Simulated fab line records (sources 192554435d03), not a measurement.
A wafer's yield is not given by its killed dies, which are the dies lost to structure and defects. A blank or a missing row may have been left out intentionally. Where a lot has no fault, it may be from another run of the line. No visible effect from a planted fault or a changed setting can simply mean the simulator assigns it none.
Which of the tools did it? || flow n5-finfet || 24 lots, 72 wafers sampled, at 5 steps of a route of 1938

## WHAT EACH GAUGE READ, for each wafer
N5_BEOL_M5_OVL_MEAS_29.
{"lot": "L074", "measured": "day 8 00:01", "on": "overlay-02", "V4_OVL (nm)": "0.7 -0.8 -0.3"}
{"lot": "L075", "measured": "day 8 05:50", "on": "overlay-02", "V4_OVL (nm)": "-0.4 -0.6 -0.4"}
{"lot": "L076", "measured": "day 8 19:17", "on": "overlay-02", "V4_OVL (nm)": "0.0 -0.2 -0.6"}
{"lot": "L077", "measured": "day 9 00:20", "on": "overlay-01", "V4_OVL (nm)": "-0.7 -0.7 -0.9"}
{"lot": "L078", "measured": "day 9 00:41", "on": "overlay-02", "V4_OVL (nm)": "-0.2 -0.3 -0.5"}
{"lot": "L079", "measured": "day 9 07:19", "on": "overlay-01", "V4_OVL (nm)": "1.3 1.0 0.3"}
{"lot": "L080", "measured": "day 10 02:57", "on": "overlay-01", "V4_OVL (nm)": "0.1 -0.2 0.1"}
{"lot": "L081", "measured": "day 10 11:10", "on": "overlay-02", "V4_OVL (nm)": "-1.4 -1.7 -0.4"}
{"lot": "L083", "measured": "day 10 13:59", "on": "overlay-01", "V4_OVL (nm)": "-2.1 -1.1 -0.7"}
{"lot": "L082", "measured": "day 11 01:35", "on": "overlay-01", "V4_OVL (nm)": "-1.0 -0.9 -0.8"}
{"lot": "L084", "measured": "day 11 17:09", "on": "overlay-01", "V4_OVL (nm)": "-0.7 0.6 0.1"}
{"lot": "L085", "measured": "day 11 16:58", "on": "overlay-01", "V4_OVL (nm)": "-0.5 0.1 0.5"}
{"lot": "L086", "measured": "day 11 23:02", "on": "overlay-02", "V4_OVL (nm)": "-0.1 0.0 -1.3"}
{"lot": "L087", "measured": "day 12 01:40", "on": "overlay-02", "V4_OVL (nm)": "-0.1 0.3 0.4"}
{"lot": "L089", "measured": "day 12 01:37", "on": "overlay-01", "V4_OVL (nm)": "0.3 1.1 1.4"}
{"lot": "L088", "measured": "day 12 01:50", "on": "overlay-01", "V4_OVL (nm)": "0.6 -0.2 1.5"}
{"lot": "L090", "measured": "day 12 07:49", "on": "overlay-02", "V4_OVL (nm)": "1.1 0.4 0.7"}
{"lot": "L091", "measured": "day 13 01:39", "on": "overlay-02", "V4_OVL (nm)": "0.4 0.2 0.3"}
{"lot": "L092", "measured": "day 13 01:49", "on": "overlay-02", "V4_OVL (nm)": "-0.2 0.5 0.0"}
{"lot": "L093", "measured": "day 13 05:48", "on": "overlay-02", "V4_OVL (nm)": "-0.9 -1.1 -0.2"}
{"lot": "L094", "measured": "day 14 03:53", "on": "overlay-01", "V4_OVL (nm)": "-0.3 -0.5 -0.7"}
{"lot": "L095", "measured": "day 14 04:03", "on": "overlay-01", "V4_OVL (nm)": "-0.6 1.0 0.9"}
{"lot": "L096", "measured": "day 14 04:14", "on": "overlay-01", "V4_OVL (nm)": "-0.1 -0.4 -0.2"}
{"lot": "L097", "measured": "day 14 13:20", "on": "overlay-01", "V4_OVL (nm)": "-0.6 -0.7 -1.0"}

N5_BEOL_M5_THK_MEAS_53: measures by xrf.
{"lot": "L074", "measured": "day 8 07:19", "on": "film-metro-02", "M5_THK (nm)": "60.2 61.7 63.9"}
{"lot": "L075", "measured": "day 8 13:13", "on": "film-metro-02", "M5_THK (nm)": "63.9 61.0 65.0"}
{"lot": "L076", "measured": "day 9 02:55", "on": "film-metro-01", "M5_THK (nm)": "61.8 61.8 60.0"}
{"lot": "L077", "measured": "day 9 07:49", "on": "film-metro-02", "M5_THK (nm)": "63.8 64.5 61.7"}
{"lot": "L078", "measured": "day 9 07:55", "on": "film-metro-01", "M5_THK (nm)": "59.3 64.2 60.0"}
{"lot": "L079", "measured": "day 9 14:20", "on": "film-metro-02", "M5_THK (nm)": "62.4 58.4 60.0"}
{"lot": "L080", "measured": "day 10 10:54", "on": "film-metro-01", "M5_THK (nm)": "65.1 62.1 64.3"}
{"lot": "L081", "measured": "day 10 18:56", "on": "film-metro-02", "M5_THK (nm)": "61.2 65.1 63.1"}
{"lot": "L083", "measured": "day 10 21:24", "on": "film-metro-02", "M5_THK (nm)": "58.9 60.6 62.3"}
{"lot": "L082", "measured": "day 11 08:35", "on": "film-metro-02", "M5_THK (nm)": "63.6 61.2 62.5"}
{"lot": "L084", "measured": "day 12 02:49", "on": "film-metro-02", "M5_THK (nm)": "62.3 60.8 63.1"}
{"lot": "L085", "measured": "day 11 23:52", "on": "film-metro-01", "M5_THK (nm)": "61.3 59.6 61.0"}
{"lot": "L086", "measured": "day 12 06:04", "on": "film-metro-02", "M5_THK (nm)": "66.9 62.0 61.9"}
{"lot": "L087", "measured": "day 12 10:11", "on": "film-metro-01", "M5_THK (nm)": "63.3 61.8 59.6"}
{"lot": "L089", "measured": "day 12 08:26", "on": "film-metro-02", "M5_THK (nm)": "61.0 60.2 62.2"}
{"lot": "L088", "measured": "day 12 10:37", "on": "film-metro-01", "M5_THK (nm)": "62.8 62.7 64.7"}
{"lot": "L090", "measured": "day 12 14:58", "on": "film-metro-02", "M5_THK (nm)": "60.4 61.7 63.2"}
{"lot": "L091", "measured": "day 13 09:25", "on": "film-metro-01", "M5_THK (nm)": "62.8 62.6 61.4"}
{"lot": "L092", "measured": "day 13 10:32", "on": "film-metro-01", "M5_THK (nm)": "63.5 65.5 61.6"}
{"lot": "L093", "measured": "day 13 15:05", "on": "film-metro-01", "M5_THK (nm)": "61.4 61.7 62.3"}
{"lot": "L094", "measured": "day 14 11:08", "on": "film-metro-02", "M5_THK (nm)": "62.2 61.6 61.8"}
{"lot": "L095", "measured": "day 14 12:10", "on": "film-metro-01", "M5_THK (nm)": "63.6 60.5 59.9"}
{"lot": "L096", "measured": "day 14 14:37", "on": "film-metro-01", "M5_THK (nm)": "57.7 59.0 59.2"}
{"lot": "L097", "measured": "day 14 20:48", "on": "film-metro-02", "M5_THK (nm)": "63.0 63.7 63.7"}

## EACH LOT AND THE TOOL THAT RAN IT (in order: tool; ch and the chambers of the sampled wafers; start)
{"lot": "L074", "N5_BEOL_M5_ILD_DEP_00": "pecvd-04 ch 1,2, day 7 20:19", "N5_BEOL_M5_ETCH_61": "rie-diel-04 ch 0,3, day 7 21:49", "N5_BEOL_M5_ANNEAL_49": "pvd-sputter-02, day 8 02:16"}
{"lot": "L075", "N5_BEOL_M5_ILD_DEP_00": "pecvd-04 ch 0,1,2, day 8 02:43", "N5_BEOL_M5_ETCH_61": "rie-diel-04 ch 0,1,2, day 8 04:22", "N5_BEOL_M5_ANNEAL_49": "pvd-sputter-02, day 8 08:10"}
{"lot": "L076", "N5_BEOL_M5_ILD_DEP_00": "pecvd-02 ch 0,1,2, day 8 12:31", "N5_BEOL_M5_ETCH_61": "rie-diel-04 ch 0,2, day 8 16:38", "N5_BEOL_M5_ANNEAL_49": "pvd-sputter-03, day 8 21:51"}
{"lot": "L077", "N5_BEOL_M5_ILD_DEP_00": "pecvd-01 ch 1,2, day 8 21:23", "N5_BEOL_M5_ETCH_61": "rie-diel-06 ch 0,1,2, day 8 23:35", "N5_BEOL_M5_ANNEAL_49": "pvd-sputter-02, day 9 02:45"}
{"lot": "L078", "N5_BEOL_M5_ILD_DEP_00": "pecvd-02 ch 0,1, day 8 21:32", "N5_BEOL_M5_ETCH_61": "rie-diel-06 ch 0,1, day 8 23:49", "N5_BEOL_M5_ANNEAL_49": "pvd-sputter-03, day 9 02:50"}
{"lot": "L079", "N5_BEOL_M5_ILD_DEP_00": "pecvd-01 ch 0,1, day 9 00:45", "N5_BEOL_M5_ETCH_61": "rie-diel-04 ch 0,2,3, day 9 02:44", "N5_BEOL_M5_ANNEAL_49": "pvd-sputter-03, day 9 09:16"}
{"lot": "L080", "N5_BEOL_M5_ILD_DEP_00": "pecvd-02 ch 0,1,2, day 10 00:14", "N5_BEOL_M5_ETCH_61": "rie-diel-02 ch 0,1,3, day 10 01:53", "N5_BEOL_M5_ANNEAL_49": "pvd-sputter-03, day 10 05:23"}
{"lot": "L081", "N5_BEOL_M5_ILD_DEP_00": "pecvd-01 ch 0,2, day 10 06:38", "N5_BEOL_M5_ETCH_61": "rie-diel-06 ch 0,1,2, day 10 09:00", "N5_BEOL_M5_ANNEAL_49": "pvd-sputter-03, day 10 13:52"}
{"lot": "L083", "N5_BEOL_M5_ILD_DEP_00": "pecvd-01 ch 0,1,2, day 10 10:23", "N5_BEOL_M5_ETCH_61": "rie-diel-04 ch 1,3, day 10 12:37", "N5_BEOL_M5_ANNEAL_49": "pvd-sputter-01, day 10 16:14"}
{"lot": "L082", "N5_BEOL_M5_ILD_DEP_00": "pecvd-01 ch 0,1,2, day 10 22:08", "N5_BEOL_M5_ETCH_61": "rie-diel-04 ch 0,1,2, day 11 00:19", "N5_BEOL_M5_ANNEAL_49": "pvd-sputter-02, day 11 03:28"}
{"lot": "L084", "N5_BEOL_M5_ILD_DEP_00": "pecvd-02 ch 0,1, day 11 12:22", "N5_BEOL_M5_ETCH_61": "rie-diel-06 ch 0,2,3, day 11 14:58", "N5_BEOL_M5_ANNEAL_49": "pvd-sputter-01, day 11 21:44"}
{"lot": "L085", "N5_BEOL_M5_ILD_DEP_00": "pecvd-04 ch 0,2, day 11 13:01", "N5_BEOL_M5_ETCH_61": "rie-diel-06 ch 1,3, day 11 15:11", "N5_BEOL_M5_ANNEAL_49": "pvd-sputter-02, day 11 18:49"}
{"lot": "L086", "N5_BEOL_M5_ILD_DEP_00": "pecvd-01 ch 0,1, day 11 14:12", "N5_BEOL_M5_ETCH_61": "rie-diel-04 ch 2,3, day 11 17:56", "N5_BEOL_M5_ANNEAL_49": "pvd-sputter-02, day 12 01:00"}
{"lot": "L087", "N5_BEOL_M5_ILD_DEP_00": "pecvd-01 ch 0,1,2, day 11 17:59", "N5_BEOL_M5_ETCH_61": "rie-diel-06 ch 0,2,3, day 11 23:48", "N5_BEOL_M5_ANNEAL_49": "pvd-sputter-03, day 12 05:07"}
{"lot": "L089", "N5_BEOL_M5_ILD_DEP_00": "pecvd-04 ch 0,1,2, day 11 19:02", "N5_BEOL_M5_ETCH_61": "rie-diel-04 ch 1,3, day 11 23:58", "N5_BEOL_M5_ANNEAL_49": "pvd-sputter-01, day 12 03:22"}
{"lot": "L088", "N5_BEOL_M5_ILD_DEP_00": "pecvd-01 ch 0,1, day 11 19:52", "N5_BEOL_M5_ETCH_61": "rie-diel-06 ch 0,1,2, day 12 00:32", "N5_BEOL_M5_ANNEAL_49": "pvd-sputter-02, day 12 05:33"}
{"lot": "L090", "N5_BEOL_M5_ILD_DEP_00": "pecvd-01 ch 1,2, day 11 23:38", "N5_BEOL_M5_ETCH_61": "rie-diel-06 ch 1,2, day 12 01:22", "N5_BEOL_M5_ANNEAL_49": "pvd-sputter-03, day 12 09:54"}
{"lot": "L091", "N5_BEOL_M5_ILD_DEP_00": "pecvd-04 ch 0,1,2, day 12 20:20", "N5_BEOL_M5_ETCH_61": "rie-diel-04 ch 1,2,3, day 12 23:28", "N5_BEOL_M5_ANNEAL_49": "pvd-sputter-02, day 13 03:56"}
{"lot": "L092", "N5_BEOL_M5_ILD_DEP_00": "pecvd-02 ch 1,2, day 12 21:10", "N5_BEOL_M5_ETCH_61": "rie-diel-06 ch 1,2,3, day 12 23:55", "N5_BEOL_M5_ANNEAL_49": "pvd-sputter-03, day 13 05:29"}
{"lot": "L093", "N5_BEOL_M5_ILD_DEP_00": "pecvd-01 ch 0,1,2, day 13 00:48", "N5_BEOL_M5_ETCH_61": "rie-diel-02 ch 1,2, day 13 02:47", "N5_BEOL_M5_ANNEAL_49": "pvd-sputter-01, day 13 08:09"}
{"lot": "L094", "N5_BEOL_M5_ILD_DEP_00": "pecvd-02 ch 1,2, day 13 23:19", "N5_BEOL_M5_ETCH_61": "rie-diel-06 ch 0,2, day 14 01:53", "N5_BEOL_M5_ANNEAL_49": "pvd-sputter-02, day 14 06:05"}
{"lot": "L095", "N5_BEOL_M5_ILD_DEP_00": "pecvd-04 ch 0,2, day 13 23:24", "N5_BEOL_M5_ETCH_61": "rie-diel-04 ch 1,3, day 14 02:09", "N5_BEOL_M5_ANNEAL_49": "pvd-sputter-01, day 14 07:06"}
{"lot": "L096", "N5_BEOL_M5_ILD_DEP_00": "pecvd-04 ch 0,1,2, day 14 00:56", "N5_BEOL_M5_ETCH_61": "rie-diel-04 ch 1,2,3, day 14 02:22", "N5_BEOL_M5_ANNEAL_49": "pvd-sputter-03, day 14 09:15"}
{"lot": "L097", "N5_BEOL_M5_ILD_DEP_00": "pecvd-04 ch 0,1, day 14 06:05", "N5_BEOL_M5_ETCH_61": "rie-diel-02 ch 1,3, day 14 12:25", "N5_BEOL_M5_ANNEAL_49": "pvd-sputter-02, day 14 15:27"}
- N5_BEOL_M5_ILD_DEP_00: deposits SiCOH lowk from DEMS/porogen, target thk 140.64 nm, time 25.9 s.
- N5_BEOL_M5_ETCH_61: etches SiARC in CF4, target depth 15.6 nm, time 26 s.
- N5_BEOL_M5_ANNEAL_49: time 1800 s.

## WHAT THE TOOLS THEMSELVES READ (means of the sampled wafers that have a number; where no wafer has one, the mark that the record gives instead)
N5_BEOL_M5_ILD_DEP_00.
{"lot": "L074", "tool": "pecvd-04", "chamber-pressure-Torr (Torr)": 5.004, "heater-power-w (W)": 244, "showerhead-plenum-p-Torr (Torr)": 5.740, "showerhead-vpp-V (V)": 1408, "throttle-valve-pct (%)": 14.2}
{"lot": "L075", "tool": "pecvd-04", "chamber-pressure-Torr (Torr)": 5.006, "heater-power-w (W)": 258, "showerhead-plenum-p-Torr (Torr)": 5.730, "showerhead-vpp-V (V)": 1414, "throttle-valve-pct (%)": 14.4}
{"lot": "L076", "tool": "pecvd-02", "chamber-pressure-Torr (Torr)": 5.000, "heater-power-w (W)": 333, "showerhead-plenum-p-Torr (Torr)": 5.730, "showerhead-vpp-V (V)": 1363, "throttle-valve-pct (%)": 14.2}
{"lot": "L077", "tool": "pecvd-01", "chamber-pressure-Torr (Torr)": 4.998, "heater-power-w (W)": 275, "showerhead-plenum-p-Torr (Torr)": 5.747, "showerhead-vpp-V (V)": 1368, "throttle-valve-pct (%)": 13.3}
{"lot": "L078", "tool": "pecvd-02", "chamber-pressure-Torr (Torr)": 5.012, "heater-power-w (W)": 321, "showerhead-plenum-p-Torr (Torr)": 5.730, "showerhead-vpp-V (V)": 1346, "throttle-valve-pct (%)": 14.8}
{"lot": "L079", "tool": "pecvd-01", "chamber-pressure-Torr (Torr)": 5.008, "heater-power-w (W)": 295, "showerhead-plenum-p-Torr (Torr)": 5.727, "showerhead-vpp-V (V)": 1303, "throttle-valve-pct (%)": 13.5}
{"lot": "L080", "tool": "pecvd-02", "chamber-pressure-Torr (Torr)": 4.985, "heater-power-w (W)": 328, "showerhead-plenum-p-Torr (Torr)": 5.736, "showerhead-vpp-V (V)": 1375, "throttle-valve-pct (%)": 14.1}
{"lot": "L081", "tool": "pecvd-01", "chamber-pressure-Torr (Torr)": 5.001, "heater-power-w (W)": 291, "showerhead-plenum-p-Torr (Torr)": 5.744, "showerhead-vpp-V (V)": 1338, "throttle-valve-pct (%)": 12.6}
{"lot": "L083", "tool": "pecvd-01", "chamber-pressure-Torr (Torr)": 4.997, "heater-power-w (W)": 280, "showerhead-plenum-p-Torr (Torr)": 5.748, "showerhead-vpp-V (V)": 1326, "throttle-valve-pct (%)": 13.4}
{"lot": "L082", "tool": "pecvd-01", "chamber-pressure-Torr (Torr)": 5.010, "heater-power-w (W)": 296, "showerhead-plenum-p-Torr (Torr)": 5.748, "showerhead-vpp-V (V)": 1333, "throttle-valve-pct (%)": 13.3}
{"lot": "L084", "tool": "pecvd-02", "chamber-pressure-Torr (Torr)": 5.007, "heater-power-w (W)": 333, "showerhead-plenum-p-Torr (Torr)": 5.733, "showerhead-vpp-V (V)": 1340, "throttle-valve-pct (%)": 14.7}
{"lot": "L085", "tool": "pecvd-04", "chamber-pressure-Torr (Torr)": 5.000, "heater-power-w (W)": 281, "showerhead-plenum-p-Torr (Torr)": 5.723, "showerhead-vpp-V (V)": 1408, "throttle-valve-pct (%)": 14.0}
{"lot": "L086", "tool": "pecvd-01", "chamber-pressure-Torr (Torr)": 5.006, "heater-power-w (W)": 297, "showerhead-plenum-p-Torr (Torr)": 5.728, "showerhead-vpp-V (V)": 1304, "throttle-valve-pct (%)": 13.7}
{"lot": "L087", "tool": "pecvd-01", "chamber-pressure-Torr (Torr)": 4.998, "heater-power-w (W)": 262, "showerhead-plenum-p-Torr (Torr)": 5.737, "showerhead-vpp-V (V)": 1335, "throttle-valve-pct (%)": 13.5}
{"lot": "L089", "tool": "pecvd-04", "chamber-pressure-Torr (Torr)": 5.006, "heater-power-w (W)": 243, "showerhead-plenum-p-Torr (Torr)": 5.731, "showerhead-vpp-V (V)": 1392, "throttle-valve-pct (%)": 13.8}
{"lot": "L088", "tool": "pecvd-01", "chamber-pressure-Torr (Torr)": 5.016, "heater-power-w (W)": 274, "showerhead-plenum-p-Torr (Torr)": 5.739, "showerhead-vpp-V (V)": 1336, "throttle-valve-pct (%)": 14.4}
{"lot": "L090", "tool": "pecvd-01", "chamber-pressure-Torr (Torr)": 4.997, "heater-power-w (W)": 265, "showerhead-plenum-p-Torr (Torr)": 5.750, "showerhead-vpp-V (V)": 1362, "throttle-valve-pct (%)": 14.0}
{"lot": "L091", "tool": "pecvd-04", "chamber-pressure-Torr (Torr)": 4.992, "heater-power-w (W)": 235, "showerhead-plenum-p-Torr (Torr)": 5.733, "showerhead-vpp-V (V)": 1416, "throttle-valve-pct (%)": 13.8}
{"lot": "L092", "tool": "pecvd-02", "chamber-pressure-Torr (Torr)": 4.998, "heater-power-w (W)": 296, "showerhead-plenum-p-Torr (Torr)": 5.723, "showerhead-vpp-V (V)": 1385, "throttle-valve-pct (%)": 14.3}
{"lot": "L093", "tool": "pecvd-01", "chamber-pressure-Torr (Torr)": 4.995, "heater-power-w (W)": 276, "showerhead-plenum-p-Torr (Torr)": 5.739, "showerhead-vpp-V (V)": 1345, "throttle-valve-pct (%)": 13.4}
{"lot": "L094", "tool": "pecvd-02", "chamber-pressure-Torr (Torr)": 4.996, "heater-power-w (W)": 285, "showerhead-plenum-p-Torr (Torr)": 5.735, "showerhead-vpp-V (V)": 1411, "throttle-valve-pct (%)": 13.7}
{"lot": "L095", "tool": "pecvd-04", "chamber-pressure-Torr (Torr)": 5.003, "heater-power-w (W)": 254, "showerhead-plenum-p-Torr (Torr)": 5.719, "showerhead-vpp-V (V)": 1392, "throttle-valve-pct (%)": 13.3}
{"lot": "L096", "tool": "pecvd-04", "chamber-pressure-Torr (Torr)": 4.998, "heater-power-w (W)": 253, "showerhead-plenum-p-Torr (Torr)": 5.730, "showerhead-vpp-V (V)": 1409, "throttle-valve-pct (%)": 14.0}
{"lot": "L097", "tool": "pecvd-04", "chamber-pressure-Torr (Torr)": 4.992, "heater-power-w (W)": 241, "showerhead-plenum-p-Torr (Torr)": 5.735, "showerhead-vpp-V (V)": 1398, "throttle-valve-pct (%)": 15.0}

N5_BEOL_M5_ETCH_61.
{"lot": "L074", "tool": "rie-diel-04", "drypump-motor-current-A (A)": 5.5, "etch-rf-on-time-s (s)": 26.1, "oes-product-au (a.u.)": 0.66, "rf-vpp-V (V)": 183.7, "showerhead-plenum-p-Torr (Torr)": 2.18, "throttle-valve-pct (%)": 15.68}
{"lot": "L075", "tool": "rie-diel-04", "drypump-motor-current-A (A)": 5.4, "etch-rf-on-time-s (s)": 26.9, "oes-product-au (a.u.)": 0.64, "rf-vpp-V (V)": 183.5, "showerhead-plenum-p-Torr (Torr)": 2.09, "throttle-valve-pct (%)": 15.65}
{"lot": "L076", "tool": "rie-diel-04", "drypump-motor-current-A (A)": 5.7, "etch-rf-on-time-s (s)": 26.8, "oes-product-au (a.u.)": 0.65, "rf-vpp-V (V)": 183.1, "showerhead-plenum-p-Torr (Torr)": 2.07, "throttle-valve-pct (%)": 15.59}
{"lot": "L077", "tool": "rie-diel-06", "drypump-motor-current-A (A)": 5.7, "etch-rf-on-time-s (s)": 25.3, "oes-product-au (a.u.)": 0.68, "rf-vpp-V (V)": 184.7, "showerhead-plenum-p-Torr (Torr)": 2.15, "throttle-valve-pct (%)": 15.68}
{"lot": "L078", "tool": "rie-diel-06", "drypump-motor-current-A (A)": 5.5, "etch-rf-on-time-s (s)": 25.3, "oes-product-au (a.u.)": 0.67, "rf-vpp-V (V)": 184.8, "showerhead-plenum-p-Torr (Torr)": 2.18, "throttle-valve-pct (%)": 15.71}
{"lot": "L079", "tool": "rie-diel-04", "drypump-motor-current-A (A)": 5.6, "etch-rf-on-time-s (s)": 26.6, "oes-product-au (a.u.)": 0.64, "rf-vpp-V (V)": 184.4, "showerhead-plenum-p-Torr (Torr)": 2.13, "throttle-valve-pct (%)": 15.65}
{"lot": "L080", "tool": "rie-diel-02", "drypump-motor-current-A (A)": 5.5, "etch-rf-on-time-s (s)": 26.2, "oes-product-au (a.u.)": 0.64, "rf-vpp-V (V)": 183.8, "showerhead-plenum-p-Torr (Torr)": 2.17, "throttle-valve-pct (%)": 15.88}
{"lot": "L081", "tool": "rie-diel-06", "drypump-motor-current-A (A)": 5.7, "etch-rf-on-time-s (s)": 25.3, "oes-product-au (a.u.)": 0.67, "rf-vpp-V (V)": 184.3, "showerhead-plenum-p-Torr (Torr)": 2.15, "throttle-valve-pct (%)": 15.71}
{"lot": "L083", "tool": "rie-diel-04", "drypump-motor-current-A (A)": 5.1, "etch-rf-on-time-s (s)": 27.3, "oes-product-au (a.u.)": 0.58, "rf-vpp-V (V)": 183.4, "showerhead-plenum-p-Torr (Torr)": 2.14, "throttle-valve-pct (%)": 15.86}
{"lot": "L082", "tool": "rie-diel-04", "drypump-motor-current-A (A)": 5.5, "etch-rf-on-time-s (s)": 27.4, "oes-product-au (a.u.)": 0.62, "rf-vpp-V (V)": 183.8, "showerhead-plenum-p-Torr (Torr)": 2.08, "throttle-valve-pct (%)": 15.70}
{"lot": "L084", "tool": "rie-diel-06", "drypump-motor-current-A (A)": 5.6, "etch-rf-on-time-s (s)": 25.7, "oes-product-au (a.u.)": 0.66, "rf-vpp-V (V)": 184.8, "showerhead-plenum-p-Torr (Torr)": 2.20, "throttle-valve-pct (%)": 15.57}
{"lot": "L085", "tool": "rie-diel-06", "drypump-motor-current-A (A)": 5.3, "etch-rf-on-time-s (s)": 25.9, "oes-product-au (a.u.)": 0.71, "rf-vpp-V (V)": 184.3, "showerhead-plenum-p-Torr (Torr)": 2.20, "throttle-valve-pct (%)": 15.51}
{"lot": "L086", "tool": "rie-diel-04", "drypump-motor-current-A (A)": 5.6, "etch-rf-on-time-s (s)": 25.8, "oes-product-au (a.u.)": 0.60, "rf-vpp-V (V)": 184.3, "showerhead-plenum-p-Torr (Torr)": 2.10, "throttle-valve-pct (%)": 15.73}
{"lot": "L087", "tool": "rie-diel-06", "drypump-motor-current-A (A)": 5.6, "etch-rf-on-time-s (s)": 25.4, "oes-product-au (a.u.)": 0.66, "rf-vpp-V (V)": 184.9, "showerhead-plenum-p-Torr (Torr)": 2.20, "throttle-valve-pct (%)": 15.58}
{"lot": "L089", "tool": "rie-diel-04", "drypump-motor-current-A (A)": 5.1, "etch-rf-on-time-s (s)": 26.4, "oes-product-au (a.u.)": 0.76, "rf-vpp-V (V)": 183.9, "showerhead-plenum-p-Torr (Torr)": 2.14, "throttle-valve-pct (%)": 15.53}
{"lot": "L088", "tool": "rie-diel-06", "drypump-motor-current-A (A)": 5.7, "etch-rf-on-time-s (s)": 25.2, "oes-product-au (a.u.)": 0.66, "rf-vpp-V (V)": 184.1, "showerhead-plenum-p-Torr (Torr)": 2.15, "throttle-valve-pct (%)": 15.73}
{"lot": "L090", "tool": "rie-diel-06", "drypump-motor-current-A (A)": 5.9, "etch-rf-on-time-s (s)": 25.6, "oes-product-au (a.u.)": 0.67, "rf-vpp-V (V)": 183.8, "showerhead-plenum-p-Torr (Torr)": 2.12, "throttle-valve-pct (%)": 15.71}
{"lot": "L091", "tool": "rie-diel-04", "drypump-motor-current-A (A)": 5.4, "etch-rf-on-time-s (s)": 26.5, "oes-product-au (a.u.)": 0.66, "rf-vpp-V (V)": 183.3, "showerhead-plenum-p-Torr (Torr)": 2.11, "throttle-valve-pct (%)": 15.65}
{"lot": "L092", "tool": "rie-diel-06", "drypump-motor-current-A (A)": 5.6, "etch-rf-on-time-s (s)": 25.6, "oes-product-au (a.u.)": 0.69, "rf-vpp-V (V)": 184.3, "showerhead-plenum-p-Torr (Torr)": 2.16, "throttle-valve-pct (%)": 15.63}
{"lot": "L093", "tool": "rie-diel-02", "drypump-motor-current-A (A)": 5.9, "etch-rf-on-time-s (s)": 25.2, "oes-product-au (a.u.)": 0.71, "rf-vpp-V (V)": 183.6, "showerhead-plenum-p-Torr (Torr)": 2.10, "throttle-valve-pct (%)": 15.45}
{"lot": "L094", "tool": "rie-diel-06", "drypump-motor-current-A (A)": 5.9, "etch-rf-on-time-s (s)": 25.4, "oes-product-au (a.u.)": 0.63, "rf-vpp-V (V)": 184.4, "showerhead-plenum-p-Torr (Torr)": 2.16, "throttle-valve-pct (%)": 15.70}
{"lot": "L095", "tool": "rie-diel-04", "drypump-motor-current-A (A)": 5.3, "etch-rf-on-time-s (s)": 26.1, "oes-product-au (a.u.)": 0.66, "rf-vpp-V (V)": 184.9, "showerhead-plenum-p-Torr (Torr)": 2.17, "throttle-valve-pct (%)": 15.71}
{"lot": "L096", "tool": "rie-diel-04", "drypump-motor-current-A (A)": 5.4, "etch-rf-on-time-s (s)": 26.5, "oes-product-au (a.u.)": 0.65, "rf-vpp-V (V)": 183.8, "showerhead-plenum-p-Torr (Torr)": 2.11, "throttle-valve-pct (%)": 15.66}
{"lot": "L097", "tool": "rie-diel-02", "drypump-motor-current-A (A)": 5.8, "etch-rf-on-time-s (s)": 26.1, "oes-product-au (a.u.)": 0.66, "rf-vpp-V (V)": 184.5, "showerhead-plenum-p-Torr (Torr)": 2.20, "throttle-valve-pct (%)": 15.84}

N5_BEOL_M5_ANNEAL_49.
{"lot": "L074", "tool": "pvd-sputter-02", "heater-power-w (W)": 801, "susceptor_temp_C_max": 401.2}
{"lot": "L075", "tool": "pvd-sputter-02", "heater-power-w (W)": 781, "susceptor_temp_C_max": 401.1}
{"lot": "L076", "tool": "pvd-sputter-03", "heater-power-w (W)": 745, "susceptor_temp_C_max": 400.9}
{"lot": "L077", "tool": "pvd-sputter-02", "heater-power-w (W)": 814, "susceptor_temp_C_max": 400.9}
{"lot": "L078", "tool": "pvd-sputter-03", "heater-power-w (W)": 746, "susceptor_temp_C_max": 401.1}
{"lot": "L079", "tool": "pvd-sputter-03", "heater-power-w (W)": 733, "susceptor_temp_C_max": 400.9}
{"lot": "L080", "tool": "pvd-sputter-03", "heater-power-w (W)": 823, "susceptor_temp_C_max": 401.0}
{"lot": "L081", "tool": "pvd-sputter-03", "heater-power-w (W)": 859, "susceptor_temp_C_max": 401.0}
{"lot": "L083", "tool": "pvd-sputter-01", "heater-power-w (W)": 816, "susceptor_temp_C_max": 401.1}
{"lot": "L082", "tool": "pvd-sputter-02", "heater-power-w (W)": 821, "susceptor_temp_C_max": 400.7}
{"lot": "L084", "tool": "pvd-sputter-01", "heater-power-w (W)": 795, "susceptor_temp_C_max": 400.6}
{"lot": "L085", "tool": "pvd-sputter-02", "heater-power-w (W)": 836, "susceptor_temp_C_max": 400.8}
{"lot": "L086", "tool": "pvd-sputter-02", "heater-power-w (W)": 787, "susceptor_temp_C_max": 400.8}
{"lot": "L087", "tool": "pvd-sputter-03", "heater-power-w (W)": 803, "susceptor_temp_C_max": 400.9}
{"lot": "L089", "tool": "pvd-sputter-01", "heater-power-w (W)": 777, "susceptor_temp_C_max": 400.8}
{"lot": "L088", "tool": "pvd-sputter-02", "heater-power-w (W)": 788, "susceptor_temp_C_max": 400.8}
{"lot": "L090", "tool": "pvd-sputter-03", "heater-power-w (W)": 743, "susceptor_temp_C_max": 401.4}
{"lot": "L091", "tool": "pvd-sputter-02", "heater-power-w (W)": 783, "susceptor_temp_C_max": 401.2}
{"lot": "L092", "tool": "pvd-sputter-03", "heater-power-w (W)": 855, "susceptor_temp_C_max": 400.7}
{"lot": "L093", "tool": "pvd-sputter-01", "heater-power-w (W)": 827, "susceptor_temp_C_max": 401.2}
{"lot": "L094", "tool": "pvd-sputter-02", "heater-power-w (W)": 788, "susceptor_temp_C_max": 400.8}
{"lot": "L095", "tool": "pvd-sputter-01", "heater-power-w (W)": 843, "susceptor_temp_C_max": 401.2}
{"lot": "L096", "tool": "pvd-sputter-03", "heater-power-w (W)": 830, "susceptor_temp_C_max": 400.9}
{"lot": "L097", "tool": "pvd-sputter-02", "heater-power-w (W)": 726, "susceptor_temp_C_max": 400.7}

## THE ANSWER, worked out from the rows above alone
Rule: the lots themselves supply what counts as usual. Put in order of their means at a reading, lots are off if they are a third of the lots or fewer, leave a main group of 4 or more, and stand apart from it by a gap of 3 or more times the standard deviation of the main group's means; of several such gaps the widest counts. A main group whose means are all the same, to the digits that the tables above print for the reading, isn't used. Also off: a lot with no number at a reading for which 4 or more lots have one. The other lots that the step has rows for count as sound. Order of review: gauges by route order, followed by the tools' own readings, for which a lot's mean as printed above is used. At the first step where some lot is off, the reading lying furthest off is the one used; lots without a number count as furthest.
No lot is off on any of the readings shown, so nothing can be concluded from this.

## WHAT WAS PUT IN BY THE SIMULATOR
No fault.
